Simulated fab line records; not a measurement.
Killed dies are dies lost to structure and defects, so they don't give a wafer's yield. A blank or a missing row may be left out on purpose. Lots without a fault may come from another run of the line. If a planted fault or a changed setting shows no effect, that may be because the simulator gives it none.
Chamber matching    flow n5 finfet    rie diel-06 running N5_BEOL_M2_ETCH_64: 4 sister chambers
The step etches SOC in N2/H2, target depth 75 nm, overetch 22.5 nm, time 121.9 s. 16 wafers are shown with their chamber, then 8 later ones without.

== WAFERS WITH THEIR CHAMBER ==
wafer   chamber  throttle valve pct (%)  rf vpp V (V)  showerhead plenum p Torr (Torr)
L074.2  2        18.06                   521.0         2.40
L074.3  0        17.97                   526.2         2.66
L074.5  0        17.97                   526.1         2.66
L080.2  0        18.00                   527.1         2.65
L080.3  3        17.58                   519.3         2.43
L080.6  0        17.99                   526.5         2.65
L082.2  1        18.21                   523.5         2.53
L082.3  3        17.61                   520.0         2.43
L082.5  0        18.01                   528.0         2.65
L084.2  1        18.22                   522.0         2.52
L084.3  0        18.00                   526.3         2.65
L084.6  2        17.54                   527.7         2.72
L085.1  2        17.55                   528.8         2.72
L085.2  0        18.00                   526.4         2.65
L085.3  1        18.19                   523.5         2.52
L088.1  0        18.01                   527.1         2.64

SIGNATURES, as means of the wafers listed above
reading                   chamber 0  chamber 1  chamber 2  chamber 3  scatter within a chamber
throttle valve pct        17.9937    18.2067    17.7167    17.5950    0.122
rf vpp V                  526.712    523.000    525.833    519.650    1.83
showerhead plenum p Torr  2.6513     2.5233     2.6133     2.4300     0.0756
Rule: a wafer's distance from a chamber is the root of the sum, over the readings, of the square of ((its reading less the chamber's mean) divided by the reading's scatter). The wafer belongs to the nearest chamber; if the next one is less than 2 further off, it can't be placed. How the scatter is found: for the shown wafers, subtract from each reading the mean of its chamber, square and add these, divide the total by (wafers less chambers), then take the root.

== WAFERS WITHOUT THEIR CHAMBER ==
wafer   throttle valve pct (%)  rf vpp V (V)  showerhead plenum p Torr (Torr)
L088.4  17.56                   528.1         2.72
L088.5  17.54                   527.2         2.72
L092.1  17.55                   528.0         2.71
L092.2  17.63                   519.8         2.42
L092.5  18.23                   522.2         2.52
L093.1  17.57                   529.9         2.71
L093.2  18.04                   526.2         2.64
L093.5  18.03                   528.6         2.64

== WHICH CHAMBER EACH ONE RAN IN ==
wafer   from the rows above      in truth
L088.4  can't be placed: 2 or 0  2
L088.5  can't be placed: 2 or 0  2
L092.1  can't be placed: 2 or 0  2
L092.2  3                        3
L092.5  1                        1
L093.1  can't be placed: 2 or 0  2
L093.2  0                        0
L093.5  can't be placed: 0 or 2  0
Placed correctly: 3 of 8. Cannot be placed on the basis of these rows: 5; the candidates contain the true chamber in 5. Placed wrongly: 0.
